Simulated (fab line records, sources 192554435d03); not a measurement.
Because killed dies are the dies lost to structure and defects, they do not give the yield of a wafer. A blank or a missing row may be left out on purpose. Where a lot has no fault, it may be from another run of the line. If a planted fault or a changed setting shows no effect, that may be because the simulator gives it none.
fab line records :: flow n5Finfet
record
  lots=4
  wafers=12
  lastDay=18
route steps=1938 shown FIN_SAQP@114 PASSIVATION@1936
lots with no fault: from the same line, run without faults
startH: the number of hours between the record's first day and the start of the first shown wafer of the lot :: waitH: hours since the lot's step before :: " repeats the value in the row above :: L1.1+2: several wafers, shown together as one row :: - no value present, or no start provided :: * or withheld: withheld :: < > ~ a bound
route shown NAME@n: a module of which the file shows steps, and the number in the route of the first :: usual: mean/standard deviation taken from wafers without a fault :: same: alike in all rows :: chamber/n: place in a boat :: sites: each site's reading :: _std_site: how widely they spread, as a standard deviation :: _edge_site: the outer-site mean with the inner-site mean subtracted :: radiusMm: how far each site lies from the wafer's centre :: mask NAME#n: copy n :: behind: the tool/chamber that last shaped the wafer :: hold: why the lot was held/for how many hours/how that ended :: device: transistor that didn't switch, given as n, p or np :: end of line: the route-end tests of the same wafers :: for a step that has no rows: nothing shown but its recipe :: killed: dies lost to structure and defects at the first sort, not the wafer's yield :: map: a wafer's dies, x killed, . not, _ none there
set.NAME: the setting the step ran with; set.NAME@STEP: the setting that earlier step ran with :: model.NAME: the simulator's own value behind a step, which no gauge read
a table for each step, a row for each wafer; lots at some steps of the route
services: a tool's chamber out of use, with start hour (startH, from the record's first day; less than 0 if before it), hours out, and reason
## steps
# step N5_FIN_SAQP_DESCUM_21
# recipe
  chemistry=O2
  timeS=7.9
  sourcePowerW=50
  biasPowerW=20
  pressureMtorr=20
  rfFrequencyHz=2.712e+07
  tempC=40
  resist=CAR-ArF
  o2FlowSccm=225
# step N5_FIN_SAQP_ETCH_51
# recipe
  chemistry=CF4
  target=SiARC
  targetDepthA=455
  maskMaterial=CAR-ArF
  timeS=75.8
  ionEnergyEv=80
  pressureMtorr=40
  sourceW=545
  biasW=36
  Ar_flow_sccm=100
  cf4FlowSccm=100
  ends=cleared
# step N5_FIN_SAQP_ETCH_52
# recipe
  chemistry=N2/H2
  target=SOC
  targetDepthA=1000
  overetchA=200
  maskMaterial=SiARC
  tempC=40
  timeS=150
  ionEnergyEv=200
  pressureMtorr=30
  sourceW=840
  biasW=150
  n2FlowSccm=200
  h2FlowSccm=200
  ends=endPoint
# step N5_FIN_SAQP_STRIP_53
# recipe
  chemistry=N2/H2
  tempC=40
  n2FlowSccm=200
  h2FlowSccm=200
  rfFrequencyHz=6e+07
# step N5_FIN_SAQP_HM_OPEN_73
# recipe
  chemistry=CHF3/O2
  target=SiO2
  stopOn=a-Si
  targetDepthA=120
  overEtchFrac=1.8
  maskMaterial=SOC
  timeS=16.8
  pressureMtorr=30
  sourceW=650
  biasW=170
  Ar_flow_sccm=200
  CHF3_flow_sccm=50
  O2_flow_sccm=5
  ionEnergyEv=200
  ends=endPoint
# step N5_FIN_SAQP_STRIP_74
# recipe
  chemistry=CHF3/O2
  resist=SiARC
  rfFrequencyHz=6e+07
# step N5_FIN_SAQP_MANDREL_ETCH_22
# recipe
  targetDepthA=600
  chemistry=HBr/Cl2
  target=a-Si
  stopOn=SiNx
  btTimeS=10
  overEtchFrac=0.5
  timeS=30
  pressureMtorr=10
  icpW=800
  biasW=75
  HBr_flow_sccm=150
  Cl2_flow_sccm=80
  ends=endPoint
# step N5_FIN_SAQP_STRIP_55
# recipe
  chemistry=N2/H2
  powerW=500
  tempC=40
  pressureMtorr=50
  rfFrequencyHz=6e+07
  overashFraction=0.3
  biasPowerW=28
  h2Frac=0.5
  n2FlowSccm=300
  h2FlowSccm=300
# step N5_FIN_SAQP_STRIP_23
# recipe
  chemistry=SPM
  timeS=750
  tempC=130
  h2so4H2o2VolRatio=4
# step N5_FIN_SAQP_SRD_66
# recipe
  dry=ipaMarangoni
  timeS=30
  tempC=23
  rinseLiquid=diw
# step N5_FIN_SAQP_RECESS_75
# recipe
  chemistry=HF/NH3
  target=SiO2
  targetDepthA=144
  afsCycles=3
  tempC=30
  sublimationTempC=180
  sublimationTimeS=60
# step N5_FIN_SAQP_SPACER1_ALD_24
# recipe
  material=SiO2
  targetThkA=203
  tempC=300
  aldPrecursorFamily=BDEAS
  aldCoReactant=O2-plasma
  pulseTimeS=1
  purgeTimeS=2
  coReactantPurgeTimeS=2
  aldCycles=218
  pressureTorr=2
# usual
  aldCycles=218/0
  heaterPowerW=460/41
  precursorPulseHeightRel=0.998/0.018
lot.wafer: L803.1
tool: aldSin-03
chamber: 3
startH: 36.14
waitH: 1.1
aldCycles: 218
heaterPowerW: 424
precursorPulseHeightRel: 0.996
model.SiO2_of_FIN_SAQP_SPACER1_ALD_24.thkNm: 20.4

lot.wafer: L803.2
tool: aldSin-03
chamber: 1
startH: 36.14
waitH: 1.1
aldCycles: 218
heaterPowerW: 449
precursorPulseHeightRel: 0.973
model.SiO2_of_FIN_SAQP_SPACER1_ALD_24.thkNm: 20.4

lot.wafer: L803.6
tool: aldSin-03
chamber: 1
startH: 36.14
waitH: 1.1
aldCycles: 218
heaterPowerW: 435
precursorPulseHeightRel: 1.009
model.SiO2_of_FIN_SAQP_SPACER1_ALD_24.thkNm: 20.2

lot.wafer: L811.2
tool: aldSin-03
chamber: 2
startH: 83.43
waitH: 0.3
aldCycles: 218
heaterPowerW: 475
precursorPulseHeightRel: 1.011
model.SiO2_of_FIN_SAQP_SPACER1_ALD_24.thkNm: 20.2

lot.wafer: L811.3
tool: aldSin-03
chamber: 3
startH: 83.43
waitH: 0.3
aldCycles: 295
heaterPowerW: 406
precursorPulseHeightRel: 1.013
model.SiO2_of_FIN_SAQP_SPACER1_ALD_24.thkNm: 27.4

lot.wafer: L811.5
tool: aldSin-03
chamber: 2
startH: 83.43
waitH: 0.3
aldCycles: 295
heaterPowerW: 485
precursorPulseHeightRel: 0.998
model.SiO2_of_FIN_SAQP_SPACER1_ALD_24.thkNm: 27.4

lot.wafer: L813.1
tool: aldSin-03
chamber: 2
startH: 96.16
waitH: 1.2
aldCycles: 218
heaterPowerW: 474
precursorPulseHeightRel: 0.991
model.SiO2_of_FIN_SAQP_SPACER1_ALD_24.thkNm: 20.2

lot.wafer: L813.2
tool: aldSin-03
chamber: 1
startH: 96.16
waitH: 1.2
aldCycles: 218
heaterPowerW: 452
precursorPulseHeightRel: 0.980
model.SiO2_of_FIN_SAQP_SPACER1_ALD_24.thkNm: 20.4

lot.wafer: L813.5
tool: aldSin-03
chamber: 0
startH: 96.16
waitH: 1.2
aldCycles: 295
heaterPowerW: 437
precursorPulseHeightRel: 1.021
model.SiO2_of_FIN_SAQP_SPACER1_ALD_24.thkNm: 27.4

lot.wafer: L823.2
tool: aldSin-02
chamber: 2
startH: 157.41
waitH: 1.2
aldCycles: 218
heaterPowerW: 520
precursorPulseHeightRel: 0.958
model.SiO2_of_FIN_SAQP_SPACER1_ALD_24.thkNm: 20.2

lot.wafer: L823.3
tool: aldSin-02
chamber: 1
startH: 157.41
waitH: 1.2
aldCycles: 218
heaterPowerW: 434
precursorPulseHeightRel: 0.979
model.SiO2_of_FIN_SAQP_SPACER1_ALD_24.thkNm: 20.4

lot.wafer: L823.5
tool: aldSin-02
chamber: 3
startH: 157.41
waitH: 1.2
aldCycles: 218
heaterPowerW: 422
precursorPulseHeightRel: 0.983
model.SiO2_of_FIN_SAQP_SPACER1_ALD_24.thkNm: 20
# step N5_FIN_SAQP_SPACER1_ETCHBACK_25
# recipe
  chemistry=CHF3/O2
  mode=anisotropicEtchback
  target=SiO2
  targetDepthA=244
  timeS=12.2
  pressureMtorr=30
  sourceW=650
  biasW=170
  Ar_flow_sccm=200
  CHF3_flow_sccm=50
  O2_flow_sccm=5
  ionEnergyEv=200
# step N5_FIN_SAQP_MANDREL1_REMOVE_56
# recipe
  chemistry=HBr/Cl2/O2
  btTimeS=10
  target=a-Si
  stopOn=SiNx
  endpoint=OES-SiCl
  overEtchFrac=1
  icpW=600
  biasW=22
  HBr_flow_sccm=150
  Cl2_flow_sccm=80
  O2_flow_sccm=5
  pressureMtorr=10
# usual
  O2_flow_sccm=5.002/0.014
  chamberPressureMTorr=10.001/0.0085
  drypumpMotorCurrentA=5.9/0.42
  oesProductAu=1.007/0.019
  throttleValvePct=36.5/0.31
lot.wafer: L803.1
tool: rieSi-05
chamber: 3
startH: 36.94
waitH: 0.1
O2_flow_sccm: 4.982
chamberPressureMTorr: 10.009
drypumpMotorCurrentA: 5.7
oesProductAu: 1.015
rfHoursCounterH: 39
throttleValvePct: 36.3
model.FIN_SAQP.cdNm: 20.2

lot.wafer: L803.2
tool: rieSi-05
chamber: 0
startH: 36.94
waitH: 0.1
O2_flow_sccm: 5.011
chamberPressureMTorr: 9.999
drypumpMotorCurrentA: 6.1
oesProductAu: 1.014
rfHoursCounterH: 2
throttleValvePct: 36.8
model.FIN_SAQP.cdNm: 20.2

lot.wafer: L803.6
tool: rieSi-05
chamber: 3
startH: 36.94
waitH: 0.1
O2_flow_sccm: 4.981
chamberPressureMTorr: 9.992
drypumpMotorCurrentA: 5.7
oesProductAu: 1.010
rfHoursCounterH: -
throttleValvePct: 36.3
model.FIN_SAQP.cdNm: 20.2

lot.wafer: L811.2
tool: rieSi-03
chamber: 3
startH: 84.23
waitH: 0.1
O2_flow_sccm: 4.998
chamberPressureMTorr: 9.989
drypumpMotorCurrentA: 5.4
oesProductAu: 1.035
rfHoursCounterH: 49
throttleValvePct: 36.3
model.FIN_SAQP.cdNm: 20

lot.wafer: L811.3
tool: rieSi-03
chamber: 0
startH: 84.23
waitH: 0.1
O2_flow_sccm: 5.014
chamberPressureMTorr: 9.998
drypumpMotorCurrentA: 6.4
oesProductAu: 1.005
rfHoursCounterH: 198
throttleValvePct: 36.3
model.FIN_SAQP.cdNm: 27.4

lot.wafer: L811.5
tool: rieSi-03
chamber: 1
startH: 84.23
waitH: 0.1
O2_flow_sccm: 5.020
chamberPressureMTorr: 9.998
drypumpMotorCurrentA: 6.0
oesProductAu: 1.012
rfHoursCounterH: -
throttleValvePct: 36.7
model.FIN_SAQP.cdNm: 27.2

lot.wafer: L813.1
tool: rieSi-03
chamber: 0
startH: 97.17
waitH: 0.1
O2_flow_sccm: 5.000
chamberPressureMTorr: 9.995
drypumpMotorCurrentA: 6.4
oesProductAu: 0.992
rfHoursCounterH: 198
throttleValvePct: 36.3
model.FIN_SAQP.cdNm: 20.2

lot.wafer: L813.2
tool: rieSi-03
chamber: 2
startH: 97.17
waitH: 0.1
O2_flow_sccm: 5.011
chamberPressureMTorr: 10.003
drypumpMotorCurrentA: 6.0
oesProductAu: 1.016
rfHoursCounterH: 142
throttleValvePct: 36.6
model.FIN_SAQP.cdNm: 20.4

lot.wafer: L813.5
tool: rieSi-03
chamber: 2
startH: 97.17
waitH: 0.1
O2_flow_sccm: 5.007
chamberPressureMTorr: 9.995
drypumpMotorCurrentA: 6.0
oesProductAu: 1.022
rfHoursCounterH: -
throttleValvePct: 36.6
model.FIN_SAQP.cdNm: 27.4

lot.wafer: L823.2
tool: rieSi-05
chamber: 3
startH: 158.28
waitH: 0.1
O2_flow_sccm: 5.038
chamberPressureMTorr: 10.008
drypumpMotorCurrentA: 5.7
oesProductAu: 1.026
rfHoursCounterH: 41
throttleValvePct: 36.3
model.FIN_SAQP.cdNm: 20

lot.wafer: L823.3
tool: rieSi-05
chamber: 0
startH: 158.28
waitH: 0.1
O2_flow_sccm: 5.035
chamberPressureMTorr: 10.018
drypumpMotorCurrentA: 6.1
oesProductAu: 1.011
rfHoursCounterH: 4
throttleValvePct: 36.8
model.FIN_SAQP.cdNm: 20.2

lot.wafer: L823.5
tool: rieSi-05
chamber: 2
startH: 158.28
waitH: 0.1
O2_flow_sccm: 5.014
chamberPressureMTorr: 10.001
drypumpMotorCurrentA: 6.2
oesProductAu: 1.015
rfHoursCounterH: -
throttleValvePct: 36.2
model.FIN_SAQP.cdNm: 20
# step N5_FIN_SAQP_CD_MEAS_27
# recipe
  targetCdNm=20
  landingEnergyEv=1000
  detector=seInlens
  polarity=line
# usual
  cdNm=20.25/0.24
lot.wafer: L803.1
tool: cdSem-03
chamber: 0
startH: 37.05
waitH: 0.1
cdNm: 19.97

lot.wafer: L803.2
tool: cdSem-03
chamber: 0
startH: 37.05
waitH: 0.1
cdNm: 20.01

lot.wafer: L803.6
tool: cdSem-03
chamber: 0
startH: 37.05
waitH: 0.1
cdNm: 20.44

lot.wafer: L811.2
tool: cdSem-03
chamber: 0
startH: 84.35
waitH: 0.1
cdNm: 19.77

lot.wafer: L811.3
tool: cdSem-03
chamber: 0
startH: 84.35
waitH: 0.1
cdNm: 27.66

lot.wafer: L811.5
tool: cdSem-03
chamber: 0
startH: 84.35
waitH: 0.1
cdNm: 27.35

lot.wafer: L813.1
tool: cdSem-02
chamber: 0
startH: 97.28
waitH: 0.1
cdNm: 19.98

lot.wafer: L813.2
tool: cdSem-02
chamber: 0
startH: 97.28
waitH: 0.1
cdNm: 20.63

lot.wafer: L813.5
tool: cdSem-02
chamber: 0
startH: 97.28
waitH: 0.1
cdNm: 27.24

lot.wafer: L823.2
tool: cdSem-02
chamber: 0
startH: 158.40
waitH: 0.1
cdNm: 20.11

lot.wafer: L823.3
tool: cdSem-02
chamber: 0
startH: 158.40
waitH: 0.1
cdNm: 20.29

lot.wafer: L823.5
tool: cdSem-02
chamber: 0
startH: 158.40
waitH: 0.1
cdNm: 20.48
# step N5_FIN_SAQP_ETCH_57
# recipe
  chemistry=CH3F/O2
  target=SiNx
  maskMaterial=SiO2
  targetDepthA=325
  timeS=46.4
  pressureMtorr=30
  sourceW=395
  biasW=73
  Ar_flow_sccm=150
  CH3F_flow_sccm=30
  O2_flow_sccm=20
  ionEnergyEv=120
  ends=cleared
# step N5_PASSIVATION_PROBE_49
# usual
  killed_at_M0_to_M3=34/10
  killed_at_M4_up=13/5.4
  killedAtContacts=13/6
  killedAtFrontEnd=42/13
  killedAtOther=4/3.2
  killedDies=107/18
  killedOnRim=14/4.2
  killedOpen=69/14
  killedShort=35/7.7
# same
  grossDies=1180
  killedAtBackSide=0
lot.wafer: L803.1
tool: prober-01
chamber: -
startH: 287.51
waitH: 0.0
killed_at_M0_to_M3: 33
killed_at_M4_up: 15
killedAtContacts: 13
killedAtFrontEnd: 32
killedAtOther: 10
killedDies: 103
killedOnRim: 9
killedOpen: 64
killedShort: 32

lot.wafer: L803.2
tool: prober-01
chamber: -
startH: 287.56
waitH: 0.1
killed_at_M0_to_M3: 21
killed_at_M4_up: 8
killedAtContacts: 9
killedAtFrontEnd: 38
killedAtOther: 4
killedDies: 80
killedOnRim: 11
killedOpen: 46
killedShort: 32

lot.wafer: L803.6
tool: prober-01
chamber: -
startH: 287.76
waitH: 0.3
killed_at_M0_to_M3: 37
killed_at_M4_up: 6
killedAtContacts: 26
killedAtFrontEnd: 35
killedAtOther: 2
killedDies: 106
killedOnRim: 10
killedOpen: 66
killedShort: 40

lot.wafer: L811.3
tool: prober-01
chamber: -
startH: 342.67
waitH: 0.1
killed_at_M0_to_M3: 21
killed_at_M4_up: 9
killedAtContacts: 4
killedAtFrontEnd: 1143
killedAtOther: 3
killedDies: 1180
killedOnRim: 152
killedOpen: 53
killedShort: 43

lot.wafer: L811.5
tool: prober-01
chamber: -
startH: 342.77
waitH: 0.2
killed_at_M0_to_M3: 36
killed_at_M4_up: 7
killedAtContacts: 17
killedAtFrontEnd: 1116
killedAtOther: 4
killedDies: 1180
killedOnRim: 152
killedOpen: 65
killedShort: 38

lot.wafer: L813.1
tool: prober-01
chamber: -
startH: 353.28
waitH: 0.0
killed_at_M0_to_M3: 40
killed_at_M4_up: 16
killedAtContacts: 7
killedAtFrontEnd: 52
killedAtOther: 5
killedDies: 120
killedOnRim: 17
killedOpen: 63
killedShort: 49

lot.wafer: L813.2
tool: prober-01
chamber: -
startH: 353.33
waitH: 0.1
killed_at_M0_to_M3: 44
killed_at_M4_up: 14
killedAtContacts: 24
killedAtFrontEnd: 62
killedAtOther: 3
killedDies: 147
killedOnRim: 20
killedOpen: 101
killedShort: 38

lot.wafer: L813.5
tool: prober-01
chamber: -
startH: 353.48
waitH: 0.2
killed_at_M0_to_M3: 42
killed_at_M4_up: 14
killedAtContacts: 13
killedAtFrontEnd: 1109
killedAtOther: 2
killedDies: 1180
killedOnRim: 152
killedOpen: 81
killedShort: 37
# killed by level:class
L803.1 FIN_SAQP:geometricParticle:short=9 MOL_CONTACT_COAG:geometricParticle:open=8 BEOL_M0_SAQP:geometricParticle:open=7 BEOL_M1:geometricParticle:open=6 BEOL_M4:geometricParticle:open=6 BEOL_M5:geometricParticle:open=6 MOL_CONTACT_COAG:geometricParticle:short=5 BEOL_M0_SAQP:geometricParticle:short=5
L803.2 FIN_SAQP:geometricParticle:open=9 MOL_CONTACT_COAG:geometricParticle:open=9 GATE_CUT:geometricParticle:short=8 STARTING-WAFER:geometricParticle:short=7 FIN_SAQP:geometricParticle:short=6 BEOL_M1:geometricParticle:open=6 BEOL_M2:geometricParticle:open=4 BEOL_M0_SAQP:geometricParticle:open=3
L803.6 MOL_CONTACT_COAG:geometricParticle:open=21 FIN_SAQP:geometricParticle:short=8 BEOL_M1:geometricParticle:short=8 BEOL_M1:geometricParticle:open=7 FIN_SAQP:geometricParticle:open=6 GATE_CUT:geometricParticle:short=5 MOL_CONTACT_COAG:geometricParticle:short=5 BEOL_M2:geometricParticle:open=5
L811.3 FIN_SAQP:areaAld=1084 FIN_SAQP:geometricParticle:short=15 FIN_SAQP:geometricParticle:open=13 STI_FIN_REVEAL:geometricParticle:open=7 BEOL_M0_SAQP:geometricParticle:short=6 GATE_CUT:geometricParticle:short=5 BEOL_M3:geometricParticle:open=4 STI_FIN_REVEAL:geometricParticle:short=4
L811.5 FIN_SAQP:areaAld=1077 BEOL_M2:geometricParticle:open=13 MOL_CONTACT_COAG:geometricParticle:open=11 STI_FIN_REVEAL:geometricParticle:open=9 BEOL_M0_SAQP:geometricParticle:short=9 FIN_SAQP:geometricParticle:short=7 BEOL_M0_SAQP:geometricParticle:open=7 FIN_SAQP:geometricParticle:open=6
L813.1 BEOL_M0_SAQP:geometricParticle:short=14 BEOL_M4:geometricParticle:open=9 DUMMY_GATE:geometricParticle:open=8 BEOL_M3:geometricParticle:open=7 FIN_SAQP:geometricParticle:short=6 GATE_CUT:geometricParticle:short=6 BEOL_M0_SAQP:geometricParticle:open=6 FIN_SAQP:geometricParticle:open=5
L813.2 MOL_CONTACT_COAG:geometricParticle:open=19 FIN_SAQP:geometricParticle:open=17 STI_FIN_REVEAL:geometricParticle:open=15 BEOL_M1:geometricParticle:open=10 BEOL_M0_SAQP:geometricParticle:short=10 BEOL_M0_SAQP:geometricParticle:open=7 BEOL_M3:geometricParticle:open=7 BEOL_M4:geometricParticle:open=7
L813.5 FIN_SAQP:areaAld=1061 FIN_SAQP:geometricParticle:open=11 MOL_CONTACT_COAG:geometricParticle:open=10 BEOL_M2:geometricParticle:open=9 FIN_SAQP:geometricParticle:short=8 BEOL_M3:geometricParticle:open=8 BEOL_M0_SAQP:geometricParticle:open=7 BEOL_M1:geometricParticle:open=6
# map L811.3 (x killed, . not)
_________________xxxxxxxxxxxx________________
______________xxxxxxxxxxxxxxxxxx_____________
___________xxxxxxxxxxxxxxxxxxxxxxxx__________
__________xxxxxxxxxxxxxxxxxxxxxxxxxx_________
________xxxxxxxxxxxxxxxxxxxxxxxxxxxxxx_______
_______xxxxxxxxxxxxxxxxxxxxxxxxxxxxxxxx______
______xxxxxxxxxxxxxxxxxxxxxxxxxxxxxxxxxx_____
_____xxxxxxxxxxxxxxxxxxxxxxxxxxxxxxxxxxxx____
____xxxxxxxxxxxxxxxxxxxxxxxxxxxxxxxxxxxxxx___
___xxxxxxxxxxxxxxxxxxxxxxxxxxxxxxxxxxxxxxxx__
___xxxxxxxxxxxxxxxxxxxxxxxxxxxxxxxxxxxxxxxx__
__xxxxxxxxxxxxxxxxxxxxxxxxxxxxxxxxxxxxxxxxxx_
__xxxxxxxxxxxxxxxxxxxxxxxxxxxxxxxxxxxxxxxxxx_
_xxxxxxxxxxxxxxxxxxxxxxxxxxxxxxxxxxxxxxxxxxxx
_xxxxxxxxxxxxxxxxxxxxxxxxxxxxxxxxxxxxxxxxxxxx
_xxxxxxxxxxxxxxxxxxxxxxxxxxxxxxxxxxxxxxxxxxxx
_xxxxxxxxxxxxxxxxxxxxxxxxxxxxxxxxxxxxxxxxxxxx
_xxxxxxxxxxxxxxxxxxxxxxxxxxxxxxxxxxxxxxxxxxxx
_xxxxxxxxxxxxxxxxxxxxxxxxxxxxxxxxxxxxxxxxxxxx
_xxxxxxxxxxxxxxxxxxxxxxxxxxxxxxxxxxxxxxxxxxxx
_xxxxxxxxxxxxxxxxxxxxxxxxxxxxxxxxxxxxxxxxxxxx
__xxxxxxxxxxxxxxxxxxxxxxxxxxxxxxxxxxxxxxxxxx_
__xxxxxxxxxxxxxxxxxxxxxxxxxxxxxxxxxxxxxxxxxx_
___xxxxxxxxxxxxxxxxxxxxxxxxxxxxxxxxxxxxxxxx__
___xxxxxxxxxxxxxxxxxxxxxxxxxxxxxxxxxxxxxxxx__
____xxxxxxxxxxxxxxxxxxxxxxxxxxxxxxxxxxxxxx___
_____xxxxxxxxxxxxxxxxxxxxxxxxxxxxxxxxxxxx____
______xxxxxxxxxxxxxxxxxxxxxxxxxxxxxxxxxx_____
_______xxxxxxxxxxxxxxxxxxxxxxxxxxxxxxxx______
________xxxxxxxxxxxxxxxxxxxxxxxxxxxxxx_______
__________xxxxxxxxxxxxxxxxxxxxxxxxxx_________
___________xxxxxxxxxxxxxxxxxxxxxxxx__________
______________xxxxxxxxxxxxxxxxxx_____________
_________________xxxxxxxxxxxx________________
# map L813.5 (x killed, . not)
_________________xxxxxxxxxxxx________________
______________xxxxxxxxxxxxxxxxxx_____________
___________xxxxxxxxxxxxxxxxxxxxxxxx__________
__________xxxxxxxxxxxxxxxxxxxxxxxxxx_________
________xxxxxxxxxxxxxxxxxxxxxxxxxxxxxx_______
_______xxxxxxxxxxxxxxxxxxxxxxxxxxxxxxxx______
______xxxxxxxxxxxxxxxxxxxxxxxxxxxxxxxxxx_____
_____xxxxxxxxxxxxxxxxxxxxxxxxxxxxxxxxxxxx____
____xxxxxxxxxxxxxxxxxxxxxxxxxxxxxxxxxxxxxx___
___xxxxxxxxxxxxxxxxxxxxxxxxxxxxxxxxxxxxxxxx__
___xxxxxxxxxxxxxxxxxxxxxxxxxxxxxxxxxxxxxxxx__
__xxxxxxxxxxxxxxxxxxxxxxxxxxxxxxxxxxxxxxxxxx_
__xxxxxxxxxxxxxxxxxxxxxxxxxxxxxxxxxxxxxxxxxx_
_xxxxxxxxxxxxxxxxxxxxxxxxxxxxxxxxxxxxxxxxxxxx
_xxxxxxxxxxxxxxxxxxxxxxxxxxxxxxxxxxxxxxxxxxxx
_xxxxxxxxxxxxxxxxxxxxxxxxxxxxxxxxxxxxxxxxxxxx
_xxxxxxxxxxxxxxxxxxxxxxxxxxxxxxxxxxxxxxxxxxxx
_xxxxxxxxxxxxxxxxxxxxxxxxxxxxxxxxxxxxxxxxxxxx
_xxxxxxxxxxxxxxxxxxxxxxxxxxxxxxxxxxxxxxxxxxxx
_xxxxxxxxxxxxxxxxxxxxxxxxxxxxxxxxxxxxxxxxxxxx
_xxxxxxxxxxxxxxxxxxxxxxxxxxxxxxxxxxxxxxxxxxxx
__xxxxxxxxxxxxxxxxxxxxxxxxxxxxxxxxxxxxxxxxxx_
__xxxxxxxxxxxxxxxxxxxxxxxxxxxxxxxxxxxxxxxxxx_
___xxxxxxxxxxxxxxxxxxxxxxxxxxxxxxxxxxxxxxxx__
___xxxxxxxxxxxxxxxxxxxxxxxxxxxxxxxxxxxxxxxx__
____xxxxxxxxxxxxxxxxxxxxxxxxxxxxxxxxxxxxxx___
_____xxxxxxxxxxxxxxxxxxxxxxxxxxxxxxxxxxxx____
______xxxxxxxxxxxxxxxxxxxxxxxxxxxxxxxxxx_____
_______xxxxxxxxxxxxxxxxxxxxxxxxxxxxxxxx______
________xxxxxxxxxxxxxxxxxxxxxxxxxxxxxx_______
__________xxxxxxxxxxxxxxxxxxxxxxxxxx_________
___________xxxxxxxxxxxxxxxxxxxxxxxx__________
______________xxxxxxxxxxxxxxxxxx_____________
_________________xxxxxxxxxxxx________________
## services
tool: rieSi-03
chamber: 1
startH: 17.25
hours: 1.0
kind: repair

tool: rieSi-03
chamber: 1
startH: 56.75
hours: -
kind: clean

tool: rieSi-03
chamber: 1
startH: 56.75
hours: 15.3
kind: scheduledDown

tool: rieSi-03
chamber: 1
startH: 56.75
hours: 15.3
kind: ventCycle

tool: aldSin-02
chamber: -
startH: 68.53
hours: 6.1
kind: pm

tool: aldSin-02
chamber: 1
startH: 84.49
hours: 15.9
kind: repair

tool: rieSi-05
chamber: 3
startH: 92.08
hours: 9.7
kind: repair

tool: rieSi-03
chamber: -
startH: 113.13
hours: 0.3
kind: repair

tool: rieSi-03
chamber: 0
startH: 113.58
hours: -
kind: clean

tool: rieSi-03
chamber: 0
startH: 113.58
hours: 11.8
kind: scheduledDown

tool: rieSi-03
chamber: 0
startH: 113.58
hours: 11.8
kind: ventCycle

tool: aldSin-02
chamber: 3
startH: 117.54
hours: 10.8
kind: repair

tool: aldSin-03
chamber: -
startH: 122.29
hours: 0.3
kind: repair

tool: aldSin-03
chamber: 1
startH: 139.92
hours: 3.4
kind: repair

tool: aldSin-02
chamber: 1
startH: 144.57
hours: 6.7
kind: repair
## key
firstSign
  step=N5_FIN_SAQP_SPACER1_ALD_24
  reading=aldCycles
  direction=up
  sigmas=99+
  usual=*
  struck=*
effect
  step=N5_FIN_SAQP_CD_MEAS_27
  reading=cdNm
  direction=up
  sigmas=30
  usual=20.25
  struck=27.41
effect
  step=N5_PASSIVATION_PROBE_49
  reading=killedAtFrontEnd
  direction=up
  sigmas=81
  usual=42
  struck=1123
modelEffect
  step=N5_FIN_SAQP_SPACER1_ALD_24
  value=SiO2_of_FIN_SAQP_SPACER1_ALD_24.thkNm
  without=20.27
  struck=27.4
modelEffect
  step=N5_FIN_SAQP_MANDREL1_REMOVE_56
  value=FIN_SAQP.cdNm
  without=20.13
  struck=27.33
moreKillsBornAt
  N5_FIN_SAQP_SPACER1_ALD_24@aldSin-03=3222
metAt N5_FIN_SAQP_SPACER1_ALD_24
struckWafers L811.3,L811.5,L813.5
laterRowsLeftOut L811.3,L811.5,L813.5
testerLeftOut L811,L813
onsetBetween 36.14 83.43
fault
  kind=processParameterDrift
  tool=aldSin-03
  chamber=-
  onsetH=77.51
  steps=N5_FIN_SAQP_SPACER1_ALD_24
  channel=aldCycles
  offset=*
  shape=step
  endH=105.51
  scope=struckWafersOnly
  actsIn=*
  stated=*
# testerLeftOut: of these lots the tester's yield and bins aren't shown, on N5 and GAA mostly nor the transistor test; their killed dies are dies lost to structure and defects alone, not to doping, threshold or leakage, so they don't give the yield
# laterRowsLeftOut: the simulator's readings of these wafers behind a module that went badly wrong aren't trusted and aren't shown, but for the sort
